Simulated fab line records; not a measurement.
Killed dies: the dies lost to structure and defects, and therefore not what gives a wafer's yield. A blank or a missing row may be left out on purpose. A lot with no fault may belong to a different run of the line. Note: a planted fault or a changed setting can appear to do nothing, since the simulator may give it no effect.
Problem report, 8D (eight disciplines) form, completed by code    flow nand harc    the parts of the form that need people (team, actions taken, sign-off) are left out

== 1. WHAT IS WRONG ==
Mean of run length s at NHARC_A_STAIRCASE_TRIM_226: 300.9 s across 6 wafers in 2 lots; on wafers with no fault it is 232.5 s (standard deviation 0.52). That is +99 or more standard deviations from the usual mean.
The step: chemistry O2, time 211.2 s.
Seen first at day 19 09:02 on rie diel-06, wafer L195.4. At this step, 39 wafers from 13 lots have a number in the record. Rule for "out", or "out of limits": more than 4 standard deviations from the usual mean. All remaining wafers that have a number are taken as sound.

== 2. WHAT IT IS, WHAT IT ISN'T ==
question                     is                      is not
which readings at this step  run length s            chamber pressure mTorr, drypump motor current A, o2 flow sccm, oes product au, rf vpp V, showerhead plenum p Torr, throttle valve pct
which lots                   L195, L196              L187, L188, L189, L190, L191, L192, L197, L198, L201, L206, L207
which wafers of those lots   all that have a number  -
read on which tools          rie diel-06             rie diel-09, rie diel-13
when                         from day 19 09:02       up to then (18 sound wafers); but 15 sound wafers of L197, L198, L201, L206, L207 came after

== 3. THE SUSPECTS, EACH WITH WHAT RULES IT OUT ==
Counting: a tool stays on the suspect list if, at a process step up to the reading, it processed all lots that are out and no sound lot following the first of them.
- rie diel-06 at NHARC_A_STAIRCASE_DESCUM_219 (chemistry O2, time 3 s): kept. All lots that are out passed through it, beginning with L195 at day 19 08:16, and no sound lot followed; its final sound lot before that point was L190 at day 17 13:47.
- rie diel-06 at NHARC_A_STAIRCASE_TRIM_222 (chemistry O2, time 211.2 s): kept. All lots that are out passed through it, beginning with L195 at day 19 09:02, and no sound lot followed; its final sound lot before that point was L190 at day 17 14:53. With no start given for some of its lots, NHARC_A_STAIRCASE_TRIM_222 uses the hours and lot order of NHARC_A_STAIRCASE_TRIM_226.
- rie diel-06 at NHARC_A_STAIRCASE_ETCH_225 (etches the open film in C4F8/O2, target depth 100 nm, time 40.5 s): kept. All lots that are out passed through it, beginning with L195 at day 19 09:02, and no sound lot followed; its final sound lot before that point was L190 at day 17 14:53. With no start given for some of its lots, NHARC_A_STAIRCASE_ETCH_225 uses the hours and lot order of NHARC_A_STAIRCASE_TRIM_226.
- rie diel-06 at NHARC_A_STAIRCASE_TRIM_226 (chemistry O2, time 211.2 s): kept. All lots that are out passed through it, beginning with L195 at day 19 09:02, and no sound lot followed; its final sound lot before that point was L190 at day 17 14:53. Its own readings are out on those wafers: run length s.
Left after counting: rie diel-06 at NHARC_A_STAIRCASE_DESCUM_219, rie diel-06 at NHARC_A_STAIRCASE_TRIM_222, rie diel-06 at NHARC_A_STAIRCASE_ETCH_225, rie diel-06 at NHARC_A_STAIRCASE_TRIM_226.

== 4. THE CAUSE (what the simulator had put in) ==
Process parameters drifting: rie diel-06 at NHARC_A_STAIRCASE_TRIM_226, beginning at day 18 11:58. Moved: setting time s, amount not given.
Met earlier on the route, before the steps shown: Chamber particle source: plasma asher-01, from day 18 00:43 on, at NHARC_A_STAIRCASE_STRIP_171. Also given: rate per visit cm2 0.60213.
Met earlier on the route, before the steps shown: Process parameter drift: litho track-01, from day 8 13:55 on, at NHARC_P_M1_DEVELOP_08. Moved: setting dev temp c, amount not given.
4 suspects survive the count, and this tool is in that group.

== 5. THE CHAIN OF EFFECTS, in route order ==
Each row: a reading whose mean over the struck wafers that have a number lies more than 3 standard deviations from the usual. Scope: only readings with a usual standard deviation given in the record; hours: median across lots of the time from each lot's start at the first step in this table that gives one to its start at this step; sigmas: change in usual standard deviations.
hours  step                        reading       usual    on struck wafers  change  sigmas
0      NHARC_A_STAIRCASE_TRIM_226  run length s  232.5 s  300.9             +68.4   +99 or more
Process steps it contains:
- NHARC_A_STAIRCASE_TRIM_226: chemistry O2, time 211.2 s.

== 6. WHAT WOULD HAVE CAUGHT IT SOONER ==
First out-of-limits reading in this record: day 19 09:02, which is 21 hours after fault onset at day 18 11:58.
